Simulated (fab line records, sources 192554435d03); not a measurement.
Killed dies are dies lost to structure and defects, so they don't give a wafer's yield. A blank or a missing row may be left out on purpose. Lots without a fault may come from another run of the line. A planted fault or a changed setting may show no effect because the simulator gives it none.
Chamber matching | flow n5_finfet | N5_BEOL_M3_ETCH_77 on rie_diel-06: 4 sister chambers
The step etches underlayer in N2/H2, target depth 6.5 nm, time 5.2 s. 27 wafers are shown with their chamber, then 12 later ones without.

WAFERS WITH THEIR CHAMBER
wafer  | chamber | showerhead_plenum_p_Torr (Torr) | drypump_motor_current_A (A) | throttle_valve_pct (%)
L074.1 | 2       | 2.61                            | 4.8                         | 18.1
L074.3 | 1       | 2.73                            | 5.2                         | 17.7
L074.5 | 1       | 2.73                            | 5.2                         | 17.7
L075.3 | 0       | 2.48                            | 5.4                         | 18.0
L075.4 | 3       | 2.44                            | 5.3                         | 18.3
L075.6 | 2       | 2.61                            | 4.8                         | 18.0
L076.1 | 1       | 2.73                            | 5.2                         | 17.7
L076.3 | 0       | 2.48                            | 5.3                         | 18.1
L076.6 | 3       | 2.44                            | 5.3                         | 18.3
L079.3 | 1       | 2.73                            | 5.1                         | 17.7
L079.4 | 3       | 2.44                            | 5.3                         | 18.3
L079.6 | 3       | 2.44                            | 5.3                         | 18.3
L080.1 | 3       | 2.43                            | 5.3                         | 18.3
L080.2 | 0       | 2.48                            | 5.4                         | 18.1
L080.6 | 0       | 2.48                            | 5.4                         | 18.1
L083.2 | 2       | 2.61                            | 4.8                         | 17.5
L083.4 | 2       | 2.61                            | 4.8                         | 17.6
L083.5 | 0       | 2.48                            | 5.3                         | 18.1
L091.2 | 2       | 2.60                            | 4.8                         | 17.6
L091.4 | 0       | 2.47                            | 5.4                         | 18.1
L091.6 | 2       | 2.60                            | 4.8                         | 17.6
L090.1 | 0       | 2.47                            | 5.3                         | 18.1
L090.5 | 3       | 2.42                            | 5.3                         | 18.3
L090.6 | 0       | 2.47                            | 5.4                         | 18.1
L092.2 | 2       | 2.60                            | 4.8                         | 17.6
L092.5 | 3       | 2.42                            | 5.3                         | 18.3
L092.6 | 0       | 2.47                            | 5.3                         | 18.1

SIGNATURES (means of the wafers above)
reading                  | chamber 0 | chamber 1 | chamber 2 | chamber 3 | scatter within a chamber
showerhead_plenum_p_Torr | 2.4756    | 2.7300    | 2.6057    | 2.4329    | 0.00638
drypump_motor_current_A  | 5.356     | 5.175     | 4.800     | 5.300     | 0.0359
throttle_valve_pct       | 18.089    | 17.700    | 17.714    | 18.300    | 0.121
Rule: a wafer's distance from a chamber is the root of the sum, over the readings, of the square of ((its reading less the chamber's mean) divided by the reading's scatter). The wafer belongs to the nearest chamber; if the next one is less than 2 further off, it can't be placed. The scatter: the root of (the sum of the squares of (reading less its chamber's mean) over the shown wafers, divided by (wafers less chambers)).

WAFERS WITHOUT THEIR CHAMBER
wafer  | showerhead_plenum_p_Torr (Torr) | drypump_motor_current_A (A) | throttle_valve_pct (%)
L093.3 | 2.60                            | 4.8                         | 17.6
L093.4 | 2.42                            | 5.3                         | 18.3
L093.5 | 2.47                            | 5.4                         | 18.1
L094.4 | 2.47                            | 5.3                         | 18.1
L094.5 | 2.72                            | 5.2                         | 17.7
L094.6 | 2.47                            | 5.3                         | 18.1
L097.1 | 2.42                            | 5.3                         | 18.4
L097.4 | 2.72                            | 5.2                         | 17.7
L097.5 | 2.60                            | 4.8                         | 17.6
L096.1 | 2.72                            | 5.1                         | 17.7
L096.2 | 2.46                            | 5.4                         | 18.1
L096.3 | 2.42                            | 5.2                         | 18.4

WHICH CHAMBER EACH WENT THROUGH
wafer  | from the rows above | in truth
L093.3 | 2                   | 2
L093.4 | 3                   | 3
L093.5 | 0                   | 0
L094.4 | 0                   | 0
L094.5 | 1                   | 1
L094.6 | 0                   | 0
L097.1 | 3                   | 3
L097.4 | 1                   | 1
L097.5 | 2                   | 2
L096.1 | 1                   | 1
L096.2 | 0                   | 0
L096.3 | 3                   | 3
Placed correctly: 12 of 12. Can't be placed from these rows: 0. Placed wrongly: 0.
